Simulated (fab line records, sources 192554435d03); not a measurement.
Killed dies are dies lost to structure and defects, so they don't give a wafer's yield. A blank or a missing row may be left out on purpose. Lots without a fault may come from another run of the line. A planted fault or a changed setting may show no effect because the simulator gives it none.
A struck lot beside a sound one | flow n5_finfet | 14 steps out of a route of 1938
Sound: wafers L596.2, L596.3, L596.6. Struck: wafers L603.1, L603.5, L603.6. The cause comes at the end.
At each step with rows: each side's tool, then ch and its chambers, then its first start. Under that, the readings that differ: sound wafers | struck wafers | difference of the means | sigmas: that difference in standard deviations of wafers without a fault.
alike: readings whose means differ by less than 2 such deviations, and words and numbers that are the same on both sides. not compared: withheld readings, readings that some wafer has no value for, bounds like >300 that may hide the same value, and numbers for which the record gives no deviation and whose values overlap.
The two part at a step that has a row with sigmas, a row that says differs or no value, or rows on one side only. Numbers that don't overlap but have no deviation are shown without sigmas and don't part them. A reading that every wafer of one side lacks parts them only if that side has two wafers or more.

N5_BEOL_M0_SAQP_PECVD_03: deposits SiCN from 3MS/NH3, target thk 12 nm, time 21.1 s.
  sound on pecvd-01 ch 1,2, day 6 03:21; struck on pecvd-03 ch 0,2, day 8 01:23
  alike: showerhead_plenum_p_Torr, throttle_valve_pct
  not compared: since_wet_clean_h
N5_BEOL_M0_SAQP_PECVD_96: deposits a-Si from SiH4/He, target thk 45 nm, time 45.2 s.
  sound on pecvd-01 ch 1,2, day 6 03:23; struck on pecvd-03 ch 0,2, day 8 01:25
  alike: heater_power_w, showerhead_plenum_p_Torr, throttle_valve_pct
  not compared: since_wet_clean_h
N5_BEOL_M0_SAQP_PECVD_97: deposits SiNx from SiH4/NH3/N2, target thk 23 nm, time 19.9 s.
  sound on pecvd-01 ch 1,2, day 6 03:26; struck on pecvd-03 ch 0,2, day 8 01:27
  alike: heater_power_w, showerhead_plenum_p_Torr, throttle_valve_pct
  not compared: since_wet_clean_h
N5_BEOL_M0_SAQP_PECVD_04: deposits a-Si from SiH4/He, target thk 60 nm, time 60.2 s.
  sound on pecvd-01 ch 1,2, day 6 03:28; struck on pecvd-03 ch 0,2, day 8 01:29
  alike: heater_power_w, showerhead_plenum_p_Torr, throttle_valve_pct
  not compared: since_wet_clean_h
N5_BEOL_M0_SAQP_THK_MEAS_05:
  sound on film_metro-02, day 6 03:34; struck on film_metro-01, day 8 01:35
  alike: thk_nm
N5_BEOL_M0_SAQP_HM_DEP_111: deposits SiO2 from SiH4/N2O, target thk 12 nm, time 7.2 s.
  sound on pecvd-03 ch 0,1, day 6 03:36; struck on pecvd-03 ch 0,1,2, day 8 01:37
  alike: heater_power_w, showerhead_plenum_p_Torr
  not compared: since_wet_clean_h
then, 6 steps without rows for these wafers: N5_BEOL_M0_SAQP_COAT_81 (time 60 s, resist thk 100 nm); N5_BEOL_M0_SAQP_COAT_82 (time 60 s, resist thk 30 nm); N5_BEOL_M0_SAQP_COAT_08 (resist thk 90 nm); N5_BEOL_M0_SAQP_EBR_10; N5_BEOL_M0_SAQP_SOFTBAKE_09 (time 60 s); N5_BEOL_M0_SAQP_EXPOSE_11 (exposes mask M0 CORE, target cd 42 nm).
N5_BEOL_M0_SAQP_PEB_12: peb time 60 s.
  sound on litho_track-02 ch 0, day 6 03:59; struck on litho_track-02, day 8 01:53
  no value came back on the struck wafers for chill_plate_temp_C (C), exhaust_pa (Pa); on the sound wafers chill_plate_temp_C (C) reads 22.96 22.95 23.02
then, 1 step without rows for these wafers: N5_BEOL_M0_SAQP_DEVELOP_13 (develop time 30 s).

WHERE THEY PART
Only at N5_BEOL_M0_SAQP_PEB_12, within this record.

WHY: what the simulator had put in
Skipped step whole: litho_track-02, from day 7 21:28 on, at N5_BEOL_M0_SAQP_PEB_12. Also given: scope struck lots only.
